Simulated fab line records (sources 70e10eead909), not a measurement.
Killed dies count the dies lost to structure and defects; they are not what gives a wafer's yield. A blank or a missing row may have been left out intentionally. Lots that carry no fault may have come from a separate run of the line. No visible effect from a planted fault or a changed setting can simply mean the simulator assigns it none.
What tool caused it? ; flow nand-harc ; 6 lots with 18 wafers sampled at 5 steps, on a route of 1302 steps

## WHAT THE GAUGES SHOWED, per wafer
NHARC_END_SORT_01.
lot;measured;on;killed-at-other
L728;day 24 14:47;prober-02;0 1 0
L734;day 27 20:07;prober-02;50 71 74
L740;day 30 12:04;prober-02;0 0 0
L746;day 31 14:07;prober-02;0 1 0
L747;day 32 19:12;prober-01;2 0 2
L750;day 33 20:29;prober-01;4 3 1

## TOOL THAT RAN EACH LOT (tool first, then ch and the chambers of the sampled wafers, then the start)
lot;NHARC_THIN_TSV_CMP_01;NHARC_THIN_TSV_DESCUM_14;NHARC_THIN_TSV_ETCHBACK_48;NHARC_THIN_TSV_DEGAS_49
L728;cmp-01 ch 0,2,3, day 23 22:46;rie-diel-05 ch 1,2, day 24 00:12;rie-diel-05 ch 2,3, day 24 02:19;pvd-sputter-01, day 24 02:48
L734;cmp-02 ch 0,2, day 27 02:16;rie-diel-01 ch 0,1,3, day 27 03:46;rie-diel-01 ch 1,2, day 27 05:52;pvd-sputter-02, day 27 06:22
L740;cmp-02 ch 0,2,3, day 29 20:46;rie-diel-01 ch 1,2,3, day 29 22:06;rie-diel-01 ch 0,1,2, day 30 00:13;pvd-sputter-02, day 30 01:16
L746;cmp-01 ch 1,2,3, day 30 19:55;rie-diel-05 ch 0,1,3, day 30 21:24;rie-diel-01 ch 1,2,3, day 30 23:40;pvd-sputter-03, day 31 00:12
L747;cmp-03 ch 2,3, day 32 01:18;rie-diel-01 ch 1,2,3, day 32 02:47;rie-diel-05 ch 1,3, day 32 04:52;pvd-sputter-01, day 32 05:25
L750;cmp-02 ch 0,1,2, day 33 02:19;rie-diel-13 ch 2,3, day 33 03:49;rie-diel-01 ch 0,1,3, day 33 05:53;pvd-sputter-01, day 33 06:29
- NHARC_THIN_TSV_CMP_01: polishes.
- NHARC_THIN_TSV_DESCUM_14: chemistry O2, time 3 s.
- NHARC_THIN_TSV_ETCHBACK_48: etches the open film in C4F8/Ar, target depth 1028.5 nm, time 405.17 s.
- NHARC_THIN_TSV_DEGAS_49: time 120 s.

## THE ANSWER, worked out from the rows above alone
Rule: usual is defined by the lots themselves. The widest of any qualifying gaps counts: lots, ordered by their means at a reading, are off when they make up no more than a third of the lots, leave a main group of 4 or more, and stand apart from it by 3 or more times the standard deviation of that group's means. A main group is skipped when, at the precision printed for the reading in the tables above, its means are all equal. Also off: a lot with no number at a reading for which 4 or more lots have one. All remaining lots with rows at the step are treated as sound.
Off at NHARC_END_SORT_01 (killed-at-other): L734. The main group has a mean of 0.9 with a standard deviation of 0.98.
If a tool, at a process step before that reading, ran all the lots that are off and no sound lot after the first of them, it fits. Those tools and the gauges at NHARC_END_SORT_01 are tried in the same way. No candidate that was tried fits.

## WHAT THE SIMULATOR PUT IN
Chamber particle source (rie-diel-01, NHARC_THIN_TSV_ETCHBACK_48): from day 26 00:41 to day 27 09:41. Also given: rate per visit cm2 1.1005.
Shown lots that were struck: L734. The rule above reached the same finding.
